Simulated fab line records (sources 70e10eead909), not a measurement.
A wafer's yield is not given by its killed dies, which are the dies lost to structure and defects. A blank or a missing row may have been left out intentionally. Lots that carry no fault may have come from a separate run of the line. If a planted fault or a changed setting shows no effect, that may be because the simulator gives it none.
Chamber matching ; flow nand_harc ; NHARC_A_STAIRCASE_DESCUM_270 on rie_diel-07 has 4 sister chambers
The step chemistry O2, time 3 s. 8 wafers are shown with their chamber, then 7 later ones without.

== WAFERS PAIRED WITH THEIR CHAMBERS ==
wafer;chamber;showerhead_plenum_p_Torr (Torr);drypump_motor_current_A (A)
L075.3;1;1.90;6.0
L075.5;2;1.80;5.6
L078.5;3;1.98;5.8
L081.1;3;1.98;5.9
L081.3;1;1.89;6.0
L081.5;0;1.89;5.2
L081.2;0;1.89;5.2
L081.4;2;1.79;5.7

== WAFERS WITHOUT THEIR CHAMBER ==
wafer;showerhead_plenum_p_Torr (Torr);drypump_motor_current_A (A)
L081.6;1.98;5.9
L086.1;1.89;6.0
L086.2;1.79;5.6
L086.4;1.88;5.1
L095.1;1.97;5.8
L095.4;1.97;5.9
L095.6;1.88;6.0

== CHAMBER TAKEN BY EACH ==
wafer;from the rows above;in truth
L081.6;3;3
L086.1;1;1
L086.2;2;2
L086.4;0;0
L095.1;3;3
L095.4;3;3
L095.6;1;1
Correctly placed: 7 of 7. Can't be placed from these rows: 0. 0 placed wrongly.
How it was worked out, from the rows above alone: a wafer's distance from a chamber is the root of the sum, over the readings, of the square of ((its reading less the chamber's mean) divided by the reading's scatter). The wafer belongs to the nearest chamber; if the next one is less than 2 further off, it can't be placed. The mean given for a chamber averages the wafers shown for that chamber. The scatter is the square root of a quotient: the sum, over the shown wafers, of each reading's squared deviation from its chamber's mean, divided by wafers minus chambers.
